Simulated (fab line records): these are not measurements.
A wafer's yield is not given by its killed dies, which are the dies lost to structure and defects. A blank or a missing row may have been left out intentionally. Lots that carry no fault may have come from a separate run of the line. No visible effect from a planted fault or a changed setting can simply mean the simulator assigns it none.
Which of the tools did it? / flow n5_finfet / Sampling: 7 lots, 21 wafers, 2 of 1938 route steps

WHAT EACH GAUGE READ, for each wafer
N5_BEOL_M2_INSPECT_59: inspects for defects (darkfield).
lot=L473; measured=day 7 16:01; on=defect_inspect-02; raw_defect_count=37 45 43
lot=L476; measured=day 8 05:21; on=defect_inspect-02; raw_defect_count=95 44 44
lot=L478; measured=day 8 15:22; on=defect_inspect-02; raw_defect_count=77 94 75
lot=L483; measured=day 9 21:29; on=defect_inspect-02; raw_defect_count=65 51 39
lot=L492; measured=day 11 16:59; on=defect_inspect-01; raw_defect_count=96 62 74
lot=L494; measured=day 12 08:31; on=defect_inspect-02; raw_defect_count=73 85 68
lot=L496; measured=day 12 20:29; on=defect_inspect-02; raw_defect_count=124 83 64

EACH LOT AND THE TOOL THAT RAN IT (in order: tool; ch and the chambers of the sampled wafers; start)
lot=L473; N5_BEOL_M2_PRE_CLEAN_60=cvd_co-01 ch 0,2, day 7 15:45
lot=L476; N5_BEOL_M2_PRE_CLEAN_60=cvd_co-01 ch 0,1,2, day 8 05:06
lot=L478; N5_BEOL_M2_PRE_CLEAN_60=cvd_co-01 ch 0,1, day 8 15:07
lot=L483; N5_BEOL_M2_PRE_CLEAN_60=cvd_co-02 ch 0,1,2, day 9 21:12
lot=L492; N5_BEOL_M2_PRE_CLEAN_60=cvd_co-01 ch 0,1, day 11 16:43
lot=L494; N5_BEOL_M2_PRE_CLEAN_60=cvd_co-01 ch 0,2, day 12 08:16
lot=L496; N5_BEOL_M2_PRE_CLEAN_60=cvd_co-01 ch 0,1,2, day 12 20:15
- N5_BEOL_M2_PRE_CLEAN_60: time 15 s.

THE ANSWER, worked out from the rows above alone
Rule: the usual values come from the lots themselves. The widest of any qualifying gaps counts: lots, ordered by their means at a reading, are off when they make up no more than a third of the lots, leave a main group of 4 or more, and stand apart from it by 3 or more times the standard deviation of that group's means. Not used: any main group whose means are identical at the precision the tables above print for the reading. Also off: a lot with no number at a reading for which 4 or more lots have one. All remaining lots with rows at the step are treated as sound.
None of the lots is off at any reading shown; this tells nothing.

WHAT THE SIMULATOR PUT IN
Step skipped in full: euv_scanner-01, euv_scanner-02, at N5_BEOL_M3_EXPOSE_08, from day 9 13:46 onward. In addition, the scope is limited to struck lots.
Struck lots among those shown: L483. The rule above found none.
